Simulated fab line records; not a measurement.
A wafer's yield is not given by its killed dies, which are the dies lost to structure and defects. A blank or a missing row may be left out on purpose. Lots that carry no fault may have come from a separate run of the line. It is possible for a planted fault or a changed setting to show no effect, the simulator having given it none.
Lot-split experiment | flow n5-finfet | 39 wafers read across 7 lots, on a route 1938 steps long

## SPLIT DETAILS
At N5_FIN_SAQP_ETCH_65 (etches SiO2 in CF4, target depth 4 nm, time 4.4 s), the setting time-s was moved away from the recipe's 4.4 s on 15 of the 39 wafers read, by -53.4% to +37.8%. All remaining wafers had this setting at the recipe value.

The reading comes from the split's own step.

## THE READING
etch.depth-nm (the simulator's own value, which no gauge read), in nm, at N5_FIN_SAQP_ETCH_65 (etches SiO2 in CF4, target depth 4 nm, time 4.4 s). There is no usual value for it anywhere in the file. Average 4.017 nm, standard deviation 0.076 nm, over the 24 wafers here run with the recipe.

wafer  | tool, chamber at the split | time-s as run, s | against the recipe | etch.depth-nm, nm | against lot-mates on the recipe
L074.1 | rie-si-06, 3               | 6.062            | +37.8%             | 5.466             | +1.451
L074.2 | rie-si-06, 1               | 4.4              | recipe             | 3.904             | -
L074.3 | rie-si-06, 0               | 6.062            | +37.8%             | 5.557             | +1.542
L074.4 | rie-si-06, 2               | 6.062            | +37.8%             | 5.81              | +1.795
L074.5 | rie-si-06, 2               | 4.4              | recipe             | 4.195             | -
L074.6 | rie-si-06, 3               | 4.4              | recipe             | 3.946             | -
L076.1 | rie-si-03, 0               | 4.4              | recipe             | 4.046             | -
L076.4 | rie-si-03, 0               | 4.4              | recipe             | 4.028             | -
L076.6 | rie-si-03, 1               | 4.4              | recipe             | 4.118             | -
L077.1 | rie-si-03, 1               | 4.4              | recipe             | 4.078             | -
L077.2 | rie-si-03, 2               | 4.4              | recipe             | 3.957             | -
L077.3 | rie-si-03, 0               | 4.4              | recipe             | 4.01              | -
L077.4 | rie-si-03, 1               | 4.4              | recipe             | 4.119             | -
L077.5 | rie-si-03, 2               | 4.4              | recipe             | 3.93              | -
L077.6 | rie-si-03, 0               | 4.4              | recipe             | 4.061             | -
L082.1 | rie-si-06, 3               | 4.4              | recipe             | 4.025             | -
L082.2 | rie-si-06, 2               | 3.017            | -31.4%             | 2.871             | -1.135
L082.3 | rie-si-06, 0               | 3.017            | -31.4%             | 2.757             | -1.249
L082.4 | rie-si-06, 1               | 4.4              | recipe             | 3.962             | -
L082.5 | rie-si-06, 1               | 3.017            | -31.4%             | 2.728             | -1.278
L082.6 | rie-si-06, 0               | 4.4              | recipe             | 4.032             | -
L088.1 | rie-si-05, 1               | 2.049            | -53.4%             | 1.885             | -2.165
L088.2 | rie-si-05, 2               | 2.049            | -53.4%             | 1.818             | -2.232
L088.3 | rie-si-05, 0               | 2.049            | -53.4%             | 1.846             | -2.204
L088.4 | rie-si-05, 3               | 4.4              | recipe             | 4.154             | -
L088.5 | rie-si-05, 2               | 4.4              | recipe             | 3.921             | -
L088.6 | rie-si-05, 1               | 4.4              | recipe             | 4.074             | -
L092.1 | rie-si-03, 2               | 5.76             | +30.9%             | 5.16              | +1.175
L092.2 | rie-si-03, 0               | 4.4              | recipe             | 4.029             | -
L092.3 | rie-si-03, 1               | 5.76             | +30.9%             | 5.398             | +1.413
L092.4 | rie-si-03, 3               | 4.4              | recipe             | 3.994             | -
L092.5 | rie-si-03, 3               | 5.76             | +30.9%             | 5.266             | +1.281
L092.6 | rie-si-03, 2               | 4.4              | recipe             | 3.932             | -
L095.1 | rie-si-06, 0               | 5.5              | +25.0%             | 4.967             | +1.002
L095.2 | rie-si-06, 1,3             | 4.4              | recipe             | 3.95              | -
L095.5 | rie-si-06, 1,3             | 4.4              | recipe             | 3.95              | -
L095.3 | rie-si-06, 2               | 5.5              | +25.0%             | 5.16              | +1.195
L095.4 | rie-si-06, 3               | 5.5              | +25.0%             | 5.016             | +1.051
L095.6 | rie-si-06, 0               | 4.4              | recipe             | 3.996             | -
Where a row lists several chambers, the file gives one row for several wafers and doesn't say which wafer went through which chamber.

FIT RESULTS
A straight line over all 39 wafers: etch.depth-nm changes by +0.0408 nm for each +1% of time-s; r = +1.00; the points scatter about the line by 0.087 nm.
The same after taking each lot's own level away (the mean of its wafers on the recipe; 39 wafers): +0.0413 nm for each +1%; r = +1.00; scatter 0.085 nm.
On that fit, the largest move of time-s shifts the reading by 2.2 nm.
The lots' own levels span 3.9653 to 4.0640 nm, that is 1.3 times the standard deviation above.
The two slopes agree, so the slope changes little with the lot-to-lot level.
Check: with one of the wafers moved furthest among these (-53.4%) left out of the fit, the line predicts -2.2 nm for it against its lot-mates. It came out at -2.16 nm against them.

## OTHER SPLITS APPLIED TO THESE WAFERS
These wafers also went through other splits before the reading. Each is held against what the fit with the lots' levels taken away leaves over:
other split on the same wafers                    | wafers away from the commonest value | r with etch.depth-nm (lot level and that fit taken away)
N5_PMOS_HMC_CHANNEL_EPI_DEVELOP_08 develop-time-s | 18                                   | +0.13

## THE FILE'S OWN FIT
etch.depth-nm changes by +0.0413 nm for each +1% of time-s, r = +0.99.
